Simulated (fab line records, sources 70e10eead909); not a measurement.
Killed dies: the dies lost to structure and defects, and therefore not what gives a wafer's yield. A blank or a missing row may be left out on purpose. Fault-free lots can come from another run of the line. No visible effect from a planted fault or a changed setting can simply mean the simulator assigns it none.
Matching of chambers -- flow nand harc -- 4 sister chambers for NHARC_P_M2_STRIP_18 on rie diel-07
The step strips in N2/H2. 8 wafers are shown with their chamber, then 8 later ones without.

WAFERS, EACH WITH ITS CHAMBER
wafer,chamber,drypump motor current A (A),oes product au (a.u.)
L691.6,2,5.8,0.981
L695.1,2,5.8,0.991
L695.2,3,6.3,0.996
L695.6,0,5.4,0.991
L697.2,3,6.3,1.007
L697.3,0,5.4,0.986
L697.4,1,6.7,1.001
L701.2,1,6.6,0.992

WAFERS WITH NO CHAMBER GIVEN
wafer,drypump motor current A (A),oes product au (a.u.)
L701.3,6.3,1.004
L701.5,5.8,0.994
L700.2,6.7,1.001
L700.3,5.4,0.996
L700.5,6.7,0.992
L706.1,6.7,0.997
L706.4,5.4,1.005
L706.6,6.6,0.995

WHICH CHAMBER EACH ONE RAN IN
wafer,from the rows above,in truth
L701.3,3,3
L701.5,2,2
L700.2,1,1
L700.3,0,0
L700.5,1,1
L706.1,1,1
L706.4,0,0
L706.6,1,1
Correct placement for 8 of the 8. Can't be placed from these rows: 0. Placed wrongly: 0.
How it was worked out, from the rows above alone: a wafer's distance from a chamber is the root of the sum, over the readings, of the square of ((its reading less the chamber's mean) divided by the reading's scatter). If the next closest chamber is less than 2 further off than the closest, the wafer can't be placed; otherwise it belongs to the closest. For every chamber, the mean is computed from those of its wafers that are shown. The scatter is the square root of a quotient: the sum, over the shown wafers, of each reading's squared deviation from its chamber's mean, divided by wafers minus chambers.
